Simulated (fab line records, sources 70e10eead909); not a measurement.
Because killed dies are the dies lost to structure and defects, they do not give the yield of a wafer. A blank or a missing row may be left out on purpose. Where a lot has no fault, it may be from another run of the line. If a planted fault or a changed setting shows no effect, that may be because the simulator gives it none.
A lot that was struck, set against a sound lot + flow nand-harc + 13 out of 1302 route steps
Sound: the wafers L513.3, L513.4, L513.5. The struck wafers were L529.1, L529.5, L529.6. The cause comes at the end.
Per side, at each step with rows, come the tool, then ch with its chambers, and then its first start. Under that, the readings that differ: sound wafers + struck wafers + difference of the means + sigmas: that difference in standard deviations of wafers without a fault.
alike: readings whose means differ by less than 2 such deviations, and words and numbers that are the same on both sides. not compared: withheld readings, readings that some wafer has no value for, bounds like >300 that may hide the same value, and numbers for which the record gives no deviation and whose values overlap.
A row with sigmas, a row that says differs or no value, or rows on one side alone: a step with any of these is where the two part. Numbers that don't overlap but have no deviation are shown without sigmas and don't part them. A reading missing from all wafers of one side parts the sides only when that side holds two or more wafers.

first, 6 steps without rows for these wafers: NHARC_A_DECK1_JOINT_CVD_34 (deposits SiNx, target thk 20 nm); NHARC_A_DECK1_JOINT_DEP_06 (deposits SiOx, target thk 80 nm); NHARC_A_DECK1_JOINT_CURE_26 (time 32 s); NHARC_A_DECK1_JOINT_ANNEAL_27 (time 3600 s); NHARC_A_DECK1_JOINT_ANNEAL_28 (time 1800 s); NHARC_A_DECK1_JOINT_ANNEAL_29 (time 1800 s).
NHARC_A_DECK1_JOINT_CMP_02: polishes SiOx.
  sound on cmp-02 ch 0,1,3, day 14 06:29; struck on cmp-03 ch 0,1, day 21 00:02
  alike: motor-current-A
next, for these wafers, 1 step has no rows: NHARC_A_DECK1_JOINT_SRD_15.
NHARC_A_DECK1_JOINT_DEP_16: deposits SiO2, target thk 45 nm.
  sound on pecvd-04 ch 0,1,2, day 14 06:54; struck on pecvd-01 ch 0,1,2, day 21 00:29
  alike: chamber-pressure-Torr, heater-power-w, throttle-valve-pct
NHARC_A_DECK1_JOINT_THK_MEAS_17: measures by ellipsometry.
  sound: film-metro-01 at day 14 07:09; struck: film-metro-02 at day 21 00:42
  alike: thk-nm
NHARC_A_DECK1_JOINT_INSPECT_05:
  sound: defect-inspect-01 at day 14 07:11; struck: defect-inspect-01 at day 21 00:44
  alike: raw-defect-count
NHARC_A_ONON_D2_DEP_00: target thk 1000 nm.
  sound on pecvd-onon-02 ch 0, day 14 07:22; struck on pecvd-onon-04 ch 0, day 21 00:48
NHARC_A_ONON_D2_THK_MEAS_02: measures by ellipsometry.
  sound: film-metro-02 at day 14 07:46; struck: film-metro-02 at day 21 01:29
| reading     | sound       | struck         | difference | sigmas |
|-------------|-------------|----------------|------------|--------|
| thk-nm (nm) | 995 993 994 | 1523 1523 1523 | +529       | +44    |
  not compared: hold

== WHERE THEY PART ==
NHARC_A_ONON_D2_THK_MEAS_02 only, going by this record.

WHY: the cause the simulator had injected
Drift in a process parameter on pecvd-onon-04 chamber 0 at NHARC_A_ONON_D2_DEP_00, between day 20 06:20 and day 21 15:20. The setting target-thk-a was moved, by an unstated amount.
